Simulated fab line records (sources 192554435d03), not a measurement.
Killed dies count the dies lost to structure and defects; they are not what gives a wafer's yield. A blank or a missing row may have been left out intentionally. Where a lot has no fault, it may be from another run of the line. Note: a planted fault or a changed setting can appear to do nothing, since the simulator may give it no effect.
Split-lot trial -- flow n5_finfet -- 39 wafers read from 7 lots, route of 1938 steps

## ABOUT THE SPLIT
At N5_SD_EPI_N_ETCH_45 (etches SiOCN in CH3F/O2, target depth 6 nm), the setting target_depth_a was moved away from the recipe's 60 angstrom on 15 of the 39 wafers read, by -59.3% to +56.4%. All remaining wafers had this setting at the recipe value.

The reading comes from the split's own step.

## THE READING
etch.depth_nm (the simulator's own value, which no gauge read), in nm, at N5_SD_EPI_N_ETCH_45 (etches SiOCN in CH3F/O2, target depth 6 nm). The file does not state a usual value for it. Across the 24 wafers here that went through the recipe, the average is 6.023 nm and the standard deviation 0.055 nm.

wafer,"tool, chamber at the split","target_depth_a as run, angstrom",against the recipe,"etch.depth_nm, nm",against lot-mates on the recipe
L079.2,"rie_diel-05, 2",60,recipe,5.873,-
L079.3,"rie_diel-05, 0",60,recipe,5.959,-
L079.6,"rie_diel-05, 0",60,recipe,5.949,-
L080.1,"rie_diel-01, 3",60,recipe,6.089,-
L080.2,"rie_diel-01, 0",47.28,-21.2%,4.791,-1.272
L080.3,"rie_diel-01, 2",47.28,-21.2%,4.779,-1.284
L080.4,"rie_diel-01, 1",60,recipe,6.078,-
L080.5,"rie_diel-01, 1",47.28,-21.2%,4.803,-1.260
L080.6,"rie_diel-01, 2",60,recipe,6.023,-
L082.1,"rie_diel-01, 0",60,recipe,6.076,-
L082.2,"rie_diel-01, 1",60,recipe,6.016,-
L082.3,"rie_diel-01, 2",60,recipe,6.07,-
L082.4,"rie_diel-01, 3",60,recipe,6.124,-
L082.5,"rie_diel-01, 0",60,recipe,6.039,-
L082.6,"rie_diel-01, 3",60,recipe,6.053,-
L083.1,"rie_diel-05, 2",93.83,+56.4%,9.311,+3.305
L083.2,"rie_diel-05, 3",60,recipe,6.043,-
L083.3,"rie_diel-05, 0",93.83,+56.4%,9.37,+3.364
L083.4,"rie_diel-05, 1",60,recipe,6.024,-
L083.5,"rie_diel-05, 2",60,recipe,5.95,-
L083.6,"rie_diel-05, 3",93.83,+56.4%,9.448,+3.442
L084.1,"rie_diel-05, 1",29.36,-51.1%,2.959,-3.080
L084.2,"rie_diel-05, 2",29.36,-51.1%,2.9,-3.139
L084.3,"rie_diel-05, 3",60,recipe,6.056,-
L084.4,"rie_diel-05, 0",60,recipe,5.986,-
L084.5,"rie_diel-05, 1",60,recipe,6.074,-
L084.6,"rie_diel-05, 2",29.36,-51.1%,2.923,-3.116
L094.1,"rie_diel-05, 0",60,recipe,6.024,-
L094.2,"rie_diel-05, 2",60,recipe,5.964,-
L094.3,"rie_diel-05, 3",24.4,-59.3%,2.452,-3.555
L094.4,"rie_diel-05, 2",24.4,-59.3%,2.409,-3.598
L094.5,"rie_diel-05, 3",60,recipe,6.034,-
L094.6,"rie_diel-05, 0",24.4,-59.3%,2.436,-3.571
L096.1,"rie_diel-01, 3",92.47,+54.1%,9.295,+3.276
L096.2,"rie_diel-01, 2",60,recipe,6.043,-
L096.3,"rie_diel-01, 1",60,recipe,6.031,-
L096.4,"rie_diel-01, 0",92.47,+54.1%,9.248,+3.229
L096.5,"rie_diel-01, 3",60,recipe,5.984,-
L096.6,"rie_diel-01, 0",92.47,+54.1%,9.335,+3.316

THE FIT
A straight line over all 39 wafers: etch.depth_nm changes by +0.0602 nm for each +1% of target_depth_a; r = +1.00; the points scatter about the line by 0.053 nm.
The same after taking each lot's own level away (the mean of its wafers on the recipe; 39 wafers): +0.0603 nm for each +1%; r = +1.00; scatter 0.037 nm.
The reading moves by 3.6 nm for the largest change in target_depth_a, on that fit.
The lots' own levels span 5.9270 to 6.0633 nm, that is 2.5 times the standard deviation above.
Consequently the slope shifts little with the lot-to-lot level, the two slopes agreeing.
Check: -3.59 nm against its lot-mates is what the line predicts for one of the wafers moved furthest among these (-59.3%) when that wafer is left out of the fit. It came out at -3.56 nm against them.

## ADDITIONAL SPLITS CARRIED BY THESE WAFERS
Before the reading, these wafers also passed through other splits. Each is held against what the fit with the lots' levels taken away leaves over:
other split on the same wafers,wafers away from the commonest value,r with etch.depth_nm (lot level and that fit taken away)
N5_ZERO_LAYER_DEVELOP_10 develop_time_s,15,+0.14
N5_FIN_SAQP_PECVD_48 time_s,12,+0.02

## THE FILE'S OWN FIT
etch.depth_nm changes by +0.0603 nm for each +1% of target_depth_a, r = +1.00.
